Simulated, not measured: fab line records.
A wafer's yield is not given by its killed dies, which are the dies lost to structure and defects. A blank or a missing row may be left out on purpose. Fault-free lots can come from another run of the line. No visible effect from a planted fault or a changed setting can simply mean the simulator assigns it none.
Which tool is to blame? + flow n5-finfet + Sampling: 24 lots, 72 wafers, 5 of 1938 route steps

WHAT THE GAUGES READ, wafer by wafer
N5_BEOL_M1_CD_MEAS_11: the cd target is 17.05 nm. Usual: cd-nm 17.04 nm, standard deviation 0.28.
| lot  | measured     | on        | cd-nm (nm)        | flag |
|------|--------------|-----------|-------------------|------|
| L074 | day 6 02:25  | cd-sem-02 | 16.97 17.48 17.46 |      |
| L075 | day 6 07:33  | cd-sem-02 | 16.76 16.91 16.81 |      |
| L076 | day 6 10:11  | cd-sem-01 | 17.22 17.05 16.99 |      |
| L077 | day 6 16:47  | cd-sem-02 | 17.11 17.23 16.90 |      |
| L078 | day 7 02:29  | cd-sem-01 | 17.24 16.98 17.18 |      |
| L079 | day 7 07:43  | cd-sem-01 | 16.70 16.81 16.85 |      |
| L080 | day 7 16:18  | cd-sem-01 | 16.61 16.59 16.74 |      |
| L081 | day 7 17:38  | cd-sem-01 | 17.07 16.98 16.70 |      |
| L082 | day 8 04:26  | cd-sem-02 | 17.09 17.00 17.44 |      |
| L083 | day 8 06:50  | cd-sem-01 | 16.66 16.60 16.86 |      |
| L085 | day 8 17:51  | cd-sem-01 | 17.37 17.57 17.11 |      |
| L084 | day 8 20:44  | cd-sem-02 | 17.14 16.70 17.56 |      |
| L086 | day 9 07:30  | cd-sem-02 | 16.99 17.44 17.08 |      |
| L087 | day 9 07:47  | cd-sem-02 | 16.95 16.85 16.69 |      |
| L088 | day 9 17:37  | cd-sem-03 | 17.00 17.07 17.00 |      |
| L089 | day 9 19:44  | cd-sem-01 | 16.94 17.11 17.00 |      |
| L090 | day 10 01:44 | cd-sem-03 | 16.91 16.89 17.29 |      |
| L091 | day 10 06:54 | cd-sem-02 | 17.02 16.94 16.50 |      |
| L092 | day 10 14:07 | cd-sem-03 | 17.91 17.16 17.47 |      |
| L094 | day 11 03:11 | cd-sem-01 | 16.83 16.88 17.35 |      |
| L093 | day 11 04:23 | cd-sem-02 | 17.31 17.02 17.35 |      |
| L095 | day 11 10:14 | cd-sem-01 | 17.27 16.42 16.88 |      |
| L096 | day 12 14:59 | cd-sem-03 | 16.99 17.31 17.20 |      |
| L097 | day 12 15:19 | cd-sem-03 | 17.02 16.71 17.10 |      |

EACH LOT AND THE TOOL THAT RAN IT (in order: tool; ch and the chambers of the sampled wafers; start)
| lot  | N5_BEOL_M0_STRIP_104               | N5_BEOL_M0_ETCH_128                | N5_BEOL_M0_ANNEAL_133        | N5_BEOL_M0_CO_CAP_123            |
|------|------------------------------------|------------------------------------|------------------------------|----------------------------------|
| L074 | rie-diel-02 ch 2,3, day 5 18:14    | rie-diel-02 ch 2,3, day 5 18:52    | pvd-sputter-02, day 5 22:00  | cvd-co-01 ch 0,2, day 5 23:06    |
| L075 | rie-diel-02 ch 1,2, day 6 02:55    | rie-diel-01 ch 1,2,3, day 6 03:02  | pvd-sputter-01, day 6 04:37  | cvd-co-01 ch 0,2, day 6 06:28    |
| L076 | rie-diel-04 ch 0,1,2, day 6 03:53  | rie-diel-04 ch 0,1,3, day 6 04:00  | pvd-sputter-03, day 6 05:44  | cvd-co-01 ch 0,2, day 6 06:53    |
| L077 | rie-diel-01 ch 0,3, day 6 09:53    | rie-diel-02 ch 1,2,3, day 6 10:21  | pvd-sputter-03, day 6 13:08  | cvd-co-02 ch 0,2, day 6 14:25    |
| L078 | rie-diel-01 ch 0,3, day 6 20:32    | rie-diel-04 ch 1,2,3, day 6 20:58  | pvd-sputter-03, day 6 23:51  | cvd-co-02 ch 1,2, day 7 01:02    |
| L079 | rie-diel-02 ch 1,2,3, day 7 00:02  | rie-diel-02 ch 0,1,3, day 7 00:10  | pvd-sputter-02, day 7 02:16  | cvd-co-02 ch 0,1, day 7 03:41    |
| L080 | rie-diel-02 ch 0,1,3, day 7 10:01  | rie-diel-04 ch 0,1,3, day 7 10:14  | pvd-sputter-01, day 7 13:28  | cvd-co-01 ch 0,1,2, day 7 14:33  |
| L081 | rie-diel-02 ch 1,3, day 7 13:22    | rie-diel-04 ch 1,3, day 7 13:41    | pvd-sputter-03, day 7 15:40  | cvd-co-02 ch 1,2, day 7 16:43    |
| L082 | rie-diel-04 ch 1,2,3, day 8 00:14  | rie-diel-02 ch 0,1,3, day 8 00:24  | pvd-sputter-03, day 8 02:08  | cvd-co-02 ch 1,2, day 8 03:10    |
| L083 | rie-diel-02 ch 0,2,3, day 8 00:38  | rie-diel-04 ch 1,2, day 8 00:48    | pvd-sputter-03, day 8 02:55  | cvd-co-02 ch 0,1, day 8 04:02    |
| L085 | rie-diel-02 ch 0,1,3, day 8 13:54  | rie-diel-02 ch 0,3, day 8 14:02    | pvd-sputter-03, day 8 15:29  | cvd-co-02 ch 0,1,2, day 8 16:31  |
| L084 | rie-diel-02 ch 0,1, day 8 13:58    | rie-diel-04 ch 1,3, day 8 14:05    | pvd-sputter-02, day 8 17:01  | cvd-co-01 ch 1,2, day 8 18:16    |
| L086 | rie-diel-04 ch 1,2, day 8 23:25    | rie-diel-02 ch 0,1, day 8 23:32    | pvd-sputter-01, day 9 03:55  | cvd-co-01 ch 0,2, day 9 05:59    |
| L087 | rie-diel-04 ch 1,2, day 9 02:07    | rie-diel-04 ch 0,1,2, day 9 02:14  | pvd-sputter-03, day 9 05:14  | cvd-co-01 ch 0,2, day 9 06:26    |
| L088 | rie-diel-04 ch 1,2,3, day 9 13:40  | rie-diel-01 ch 2,3, day 9 14:14    | pvd-sputter-01, day 9 15:38  | cvd-co-02 ch 0,1, day 9 16:41    |
| L089 | rie-diel-02 ch 1,2, day 9 13:52    | rie-diel-02 ch 0,3, day 9 14:16    | pvd-sputter-03, day 9 16:09  | cvd-co-02 ch 0,1, day 9 17:10    |
| L090 | rie-diel-04 ch 1,2, day 9 20:42    | rie-diel-04 ch 0,1, day 9 20:50    | pvd-sputter-03, day 9 22:47  | cvd-co-01 ch 0,2, day 10 00:01   |
| L091 | rie-diel-01 ch 0,2, day 10 01:15   | rie-diel-04 ch 0,1,3, day 10 02:23 | pvd-sputter-01, day 10 04:14 | cvd-co-02 ch 0,2, day 10 05:34   |
| L092 | rie-diel-02 ch 0,1, day 10 05:04   | rie-diel-04 ch 0,2,3, day 10 05:34 | pvd-sputter-01, day 10 10:22 | cvd-co-02 ch 0,1,2, day 10 11:33 |
| L094 | rie-diel-02 ch 0,1,3, day 10 19:43 | rie-diel-04 ch 0,2,3, day 10 19:50 | pvd-sputter-02, day 10 21:44 | cvd-co-02 ch 0,1,2, day 11 00:46 |
| L093 | rie-diel-01 ch 0,2, day 10 21:32   | rie-diel-01 ch 0,3, day 10 21:41   | pvd-sputter-02, day 11 01:12 | cvd-co-01 ch 0, day 11 02:15     |
| L095 | rie-diel-04 ch 0,3, day 11 03:50   | rie-diel-01 ch 2,3, day 11 03:58   | pvd-sputter-02, day 11 06:49 | cvd-co-01 ch 0,2, day 11 08:02   |
| L096 | rie-diel-01 ch 0,2,3, day 12 07:08 | rie-diel-01 ch 0,3, day 12 09:03   | pvd-sputter-02, day 12 11:57 | cvd-co-01 ch 0,2, day 12 13:19   |
| L097 | rie-diel-02 ch 1,3, day 12 07:25   | rie-diel-02 ch 2,3, day 12 09:19   | pvd-sputter-03, day 12 12:05 | cvd-co-01 ch 0,1,2, day 12 13:33 |
- N5_BEOL_M0_STRIP_104: strips in N2/H2.
- N5_BEOL_M0_ETCH_128: etches SiCN in CF4/N2, target depth 12 nm, overetch 5.1 nm, time 21.4 s.
- N5_BEOL_M0_ANNEAL_133: time 60 s.
- N5_BEOL_M0_CO_CAP_123: material Co, precursor CCTBA/H2, target thk 2 nm, time 102.1 s.

AS READ BY THE TOOLS THEMSELVES (means over the sampled wafers that have a number; for cases with no such wafer, the mark the record gives instead)
N5_BEOL_M0_STRIP_104. Usual: drypump-motor-current-A 5.6 A, standard deviation 0.46; oes-product-au 0.84 a.u., standard deviation 0.082; rf-vpp-V 59.5 V, standard deviation 1.7; showerhead-plenum-p-Torr 2.54 Torr, standard deviation 0.081; throttle-valve-pct 23.46 %, standard deviation 0.18.
| lot  | tool        | drypump-motor-current-A (A) | oes-product-au (a.u.) | rf-vpp-V (V) | showerhead-plenum-p-Torr (Torr) | throttle-valve-pct (%) | flag |
|------|-------------|-----------------------------|-----------------------|--------------|---------------------------------|------------------------|------|
| L074 | rie-diel-02 | 6.2                         | 0.89                  | 58.4         | 2.50                            | 23.27                  |      |
| L075 | rie-diel-02 | 5.9                         | 0.90                  | 60.5         | 2.49                            | 23.19                  |      |
| L076 | rie-diel-04 | 5.4                         | 0.84                  | 59.4         | 2.61                            | 23.59                  |      |
| L077 | rie-diel-01 | 5.1                         | 0.77                  | 59.3         | 2.60                            | 23.37                  |      |
| L078 | rie-diel-01 | 5.1                         | 0.77                  | 59.9         | 2.59                            | 23.38                  |      |
| L079 | rie-diel-02 | 5.9                         | 0.82                  | 58.4         | 2.49                            | 23.36                  |      |
| L080 | rie-diel-02 | 5.9                         | 0.83                  | 59.2         | 2.48                            | 23.46                  |      |
| L081 | rie-diel-02 | 5.9                         | 0.76                  | 60.3         | 2.49                            | 23.46                  |      |
| L082 | rie-diel-04 | 5.3                         | 0.82                  | 60.1         | 2.64                            | 23.67                  |      |
| L083 | rie-diel-02 | 6.2                         | 0.83                  | 60.2         | 2.48                            | 23.41                  |      |
| L085 | rie-diel-02 | 5.9                         | 0.82                  | 59.3         | 2.47                            | 23.48                  |      |
| L084 | rie-diel-02 | 5.7                         | 0.84                  | 59.9         | 2.46                            | 23.43                  |      |
| L086 | rie-diel-04 | 5.1                         | 0.87                  | 58.5         | 2.68                            | 23.56                  |      |
| L087 | rie-diel-04 | 5.1                         | 0.86                  | 58.9         | 2.64                            | 23.72                  |      |
| L088 | rie-diel-04 | 5.3                         | 0.90                  | 58.6         | 2.64                            | 23.59                  |      |
| L089 | rie-diel-02 | 5.9                         | 0.84                  | 59.3         | 2.48                            | 23.26                  |      |
| L090 | rie-diel-04 | 5.1                         | 0.85                  | 60.0         | 2.68                            | 23.58                  |      |
| L091 | rie-diel-01 | 5.6                         | 0.84                  | 59.4         | 2.60                            | 23.46                  |      |
| L092 | rie-diel-02 | 5.7                         | 0.82                  | 59.1         | 2.46                            | 23.44                  |      |
| L094 | rie-diel-02 | 5.9                         | 0.80                  | 60.9         | 2.47                            | 23.51                  |      |
| L093 | rie-diel-01 | 5.6                         | 0.83                  | 60.2         | 2.60                            | 23.49                  |      |
| L095 | rie-diel-04 | 5.7                         | 0.91                  | 60.5         | 2.51                            | 23.43                  |      |
| L096 | rie-diel-01 | 5.3                         | 0.77                  | 60.7         | 2.58                            | 23.46                  |      |
| L097 | rie-diel-02 | 5.9                         | 0.73                  | 59.6         | 2.47                            | 23.50                  |      |

N5_BEOL_M0_ETCH_128. Usual: drypump-motor-current-A 5.6 A, standard deviation 0.45; oes-product-au 0.57 a.u., standard deviation 0.061; rf-vpp-V 382.7 V, standard deviation 1.7; showerhead-plenum-p-Torr 2.23 Torr, standard deviation 0.069; throttle-valve-pct 15.26 %, standard deviation 0.28.
| lot  | tool        | drypump-motor-current-A (A) | oes-product-au (a.u.) | rf-vpp-V (V) | showerhead-plenum-p-Torr (Torr) | throttle-valve-pct (%) | flag |
|------|-------------|-----------------------------|-----------------------|--------------|---------------------------------|------------------------|------|
| L074 | rie-diel-02 | 6.2                         | 0.60                  | 381.7        | 2.18                            | 15.13                  |      |
| L075 | rie-diel-01 | 5.3                         | 0.56                  | 383.1        | 2.25                            | 15.14                  |      |
| L076 | rie-diel-04 | 5.5                         | 0.53                  | 383.3        | 2.27                            | 15.55                  |      |
| L077 | rie-diel-02 | 5.9                         | 0.56                  | 381.7        | 2.17                            | 15.12                  |      |
| L078 | rie-diel-04 | 5.2                         | 0.58                  | 384.3        | 2.30                            | 15.32                  |      |
| L079 | rie-diel-02 | 5.9                         | 0.57                  | 381.0        | 2.16                            | 15.31                  |      |
| L080 | rie-diel-04 | 5.6                         | 0.52                  | 384.3        | 2.27                            | 15.58                  |      |
| L081 | rie-diel-04 | 5.3                         | 0.58                  | 385.6        | 2.33                            | 15.40                  |      |
| L082 | rie-diel-02 | 5.9                         | 0.57                  | 381.3        | 2.15                            | 15.33                  |      |
| L083 | rie-diel-04 | 5.1                         | 0.61                  | 384.6        | 2.32                            | 15.16                  |      |
| L085 | rie-diel-02 | 6.2                         | 0.56                  | 380.6        | 2.16                            | 15.53                  |      |
| L084 | rie-diel-04 | 5.4                         | 0.55                  | 385.3        | 2.30                            | 15.59                  |      |
| L086 | rie-diel-02 | 5.9                         | 0.59                  | 380.4        | 2.14                            | 15.30                  |      |
| L087 | rie-diel-04 | 5.3                         | 0.61                  | 383.0        | 2.26                            | 15.20                  |      |
| L088 | rie-diel-01 | 5.1                         | 0.56                  | 383.6        | 2.23                            | 15.10                  |      |
| L089 | rie-diel-02 | 6.2                         | 0.56                  | 380.6        | 2.16                            | 15.55                  |      |
| L090 | rie-diel-04 | 5.4                         | 0.62                  | 383.9        | 2.29                            | 15.27                  |      |
| L091 | rie-diel-04 | 5.6                         | 0.62                  | 383.1        | 2.26                            | 15.30                  |      |
| L092 | rie-diel-04 | 5.5                         | 0.61                  | 383.5        | 2.22                            | 15.23                  |      |
| L094 | rie-diel-04 | 5.5                         | 0.60                  | 382.8        | 2.22                            | 15.24                  |      |
| L093 | rie-diel-01 | 5.1                         | 0.51                  | 382.7        | 2.24                            | 15.18                  |      |
| L095 | rie-diel-01 | 5.1                         | 0.54                  | 382.3        | 2.22                            | 15.13                  |      |
| L096 | rie-diel-01 | 5.4                         | 0.49                  | 383.3        | 2.26                            | 15.36                  |      |
| L097 | rie-diel-02 | 6.2                         | 0.54                  | 380.8        | 2.16                            | 15.23                  |      |

N5_BEOL_M0_ANNEAL_133. Usual: heater-power-w 826 W, standard deviation 120; susceptor_temp_C_max 400.8, standard deviation 0.36.
| lot  | tool           | heater-power-w (W) | susceptor_temp_C_max | flag |
|------|----------------|--------------------|----------------------|------|
| L074 | pvd-sputter-02 | 815                | 400.9                |      |
| L075 | pvd-sputter-01 | 853                | 400.7                |      |
| L076 | pvd-sputter-03 | 896                | 400.6                |      |
| L077 | pvd-sputter-03 | 696                | 401.2                |      |
| L078 | pvd-sputter-03 | 809                | 400.8                |      |
| L079 | pvd-sputter-02 | 846                | 401.5                |      |
| L080 | pvd-sputter-01 | 837                | 400.8                |      |
| L081 | pvd-sputter-03 | 952                | 400.5                |      |
| L082 | pvd-sputter-03 | 756                | 400.9                |      |
| L083 | pvd-sputter-03 | 751                | 401.0                |      |
| L085 | pvd-sputter-03 | 690                | 400.7                |      |
| L084 | pvd-sputter-02 | 872                | 400.6                |      |
| L086 | pvd-sputter-01 | 764                | 400.7                |      |
| L087 | pvd-sputter-03 | 952                | 400.8                |      |
| L088 | pvd-sputter-01 | 781                | 400.9                |      |
| L089 | pvd-sputter-03 | 836                | 400.7                |      |
| L090 | pvd-sputter-03 | 901                | 401.0                |      |
| L091 | pvd-sputter-01 | 767                | 400.9                |      |
| L092 | pvd-sputter-01 | 802                | 400.8                |      |
| L094 | pvd-sputter-02 | 861                | 400.7                |      |
| L093 | pvd-sputter-02 | 851                | 400.9                |      |
| L095 | pvd-sputter-02 | 833                | 400.5                |      |
| L096 | pvd-sputter-02 | 836                | 401.1                |      |
| L097 | pvd-sputter-03 | 756                | 401.0                |      |

N5_BEOL_M0_CO_CAP_123. Usual: heater-power-w 254 W, standard deviation 34.
| lot  | tool      | heater-power-w (W) | flag |
|------|-----------|--------------------|------|
| L074 | cvd-co-01 | 279                |      |
| L075 | cvd-co-01 | 267                |      |
| L076 | cvd-co-01 | 265                |      |
| L077 | cvd-co-02 | 251                |      |
| L078 | cvd-co-02 | 222                |      |
| L079 | cvd-co-02 | 258                |      |
| L080 | cvd-co-01 | 253                |      |
| L081 | cvd-co-02 | 228                |      |
| L082 | cvd-co-02 | 224                |      |
| L083 | cvd-co-02 | 257                |      |
| L085 | cvd-co-02 | 238                |      |
| L084 | cvd-co-01 | 276                |      |
| L086 | cvd-co-01 | 262                |      |
| L087 | cvd-co-01 | 265                |      |
| L088 | cvd-co-02 | 240                |      |
| L089 | cvd-co-02 | 255                |      |
| L090 | cvd-co-01 | 267                |      |
| L091 | cvd-co-02 | 256                |      |
| L092 | cvd-co-02 | 239                |      |
| L094 | cvd-co-02 | 238                |      |
| L093 | cvd-co-01 | 248                |      |
| L095 | cvd-co-01 | 266                |      |
| L096 | cvd-co-01 | 285                |      |
| L097 | cvd-co-01 | 254                |      |

THE ANSWER, worked out from the rows above alone
Rule: a lot counts as off when the mean over its wafers that have a number is more than 3 standard deviations away from the usual mean. Also off: a lot with no number at a reading for which 4 or more lots have one. The other lots that the step has rows for count as sound. The gauges are gone through in route order, then the tools' own readings, and for those a lot's mean is taken as printed above. At the first step where some lot is off, the reading lying furthest off is the one used; lots without a number count as furthest.
No lot is off on any of the readings shown, so nothing can be concluded from this.

WHAT THE SIMULATOR HAD INSERTED
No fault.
